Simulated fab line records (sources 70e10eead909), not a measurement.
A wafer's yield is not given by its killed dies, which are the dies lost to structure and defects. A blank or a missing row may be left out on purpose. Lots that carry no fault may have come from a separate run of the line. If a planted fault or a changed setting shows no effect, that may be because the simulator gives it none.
8D (eight disciplines) problem report, filled in by code + flow nand harc + the parts of the form that need people (team, actions taken, sign-off) are left out

== 1. THE PROBLEM ==
Wafers without a fault read 1002 nm, standard deviation 9.5; thk nm at NHARC_A_ONON_D2_THK_MEAS_14 reads a mean of 931 nm on 6 wafers belonging to 2 lots. That puts it -7.5 standard deviations away from the usual mean.
The step: measures by ellipsometry.
First observed at day 17 13:33: wafer L341.1, on film metro-01. At this step, 39 wafers from 13 lots have a number in the record. Rule for "out" (also "out of limits"): further than 4 standard deviations from the usual mean. The rest of the wafers with a number are treated as sound.

== 2. WHAT IT IS, WHAT IT ISN'T ==
| question                    | is                     | is not                                                                                                   |
|-----------------------------|------------------------|----------------------------------------------------------------------------------------------------------|
| which readings at this step | thk nm                 | -                                                                                                        |
| which lots                  | L341, L342             | L331, L332, L333, L340, L343, L344, L345, L348, L349, L350, L352                                         |
| which wafers of those lots  | all that have a number | -                                                                                                        |
| read on which gauges        | film metro-01          | film metro-02                                                                                            |
| when                        | from day 17 13:33      | up to then (12 sound wafers); but 21 sound wafers of L343, L344, L345, L348, L349, L350, L352 came after |

== 3. WHAT RULES OUT EACH SUSPECT ==
Counting: a tool at any process step up to the reading remains a suspect when it ran all the lots that are out and ran no sound lot after the first of those.
- the gauge at NHARC_A_ONON_D2_THK_MEAS_14: ruled out. All the wafers that are out were read on film metro-01, but those of them that NHARC_END_SORT_01 has rows for are out there too, on other tools.
- pecvd onon-03 at NHARC_A_ONON_D2_DEP_12 (target thk 1000 nm): ruled out as a lasting fault. The sound lots L352 went through it after L341, its earliest lot that is out (day 17 13:02).
Left after counting: nothing in the record.

== 4. THE CAUSE (what the simulator had put in) ==
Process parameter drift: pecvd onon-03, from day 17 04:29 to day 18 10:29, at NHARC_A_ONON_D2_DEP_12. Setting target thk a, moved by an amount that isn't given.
The count ruled it out by mistake, since the rule takes a fault to strike every lot its tool runs from the start of the fault on, and this one did not do so.

== 5. THE EFFECT CHAIN, in route order ==
Rows list readings where the struck wafers' mean (over those with a number) sits beyond 3 standard deviations from the usual. Readings are gone through only where the record gives a usual standard deviation; hours: the median, over the lots, of the time from a lot's start at the first step in this table giving one to that lot's start at this step; sigmas: the change measured in usual standard deviations.
| hours | step                        | reading         | usual   | on struck wafers | change | sigmas |
|-------|-----------------------------|-----------------|---------|------------------|--------|--------|
| 0     | NHARC_A_ONON_D2_THK_MEAS_14 | thk nm          | 1002 nm | 931              | -71    | -7.5   |
| 288   | NHARC_END_SORT_01           | killed at array | 54      | 671              | +617   | +29    |
| 288   | NHARC_END_SORT_01           | killed dies     | 58      | 677              | +619   | +31    |

== 6. WHAT WOULD HAVE CAUGHT IT SOONER ==
In this record the first reading out of limits at a measuring or inspecting step was taken at day 17 13:33, 9 hours after the fault began at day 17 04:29.
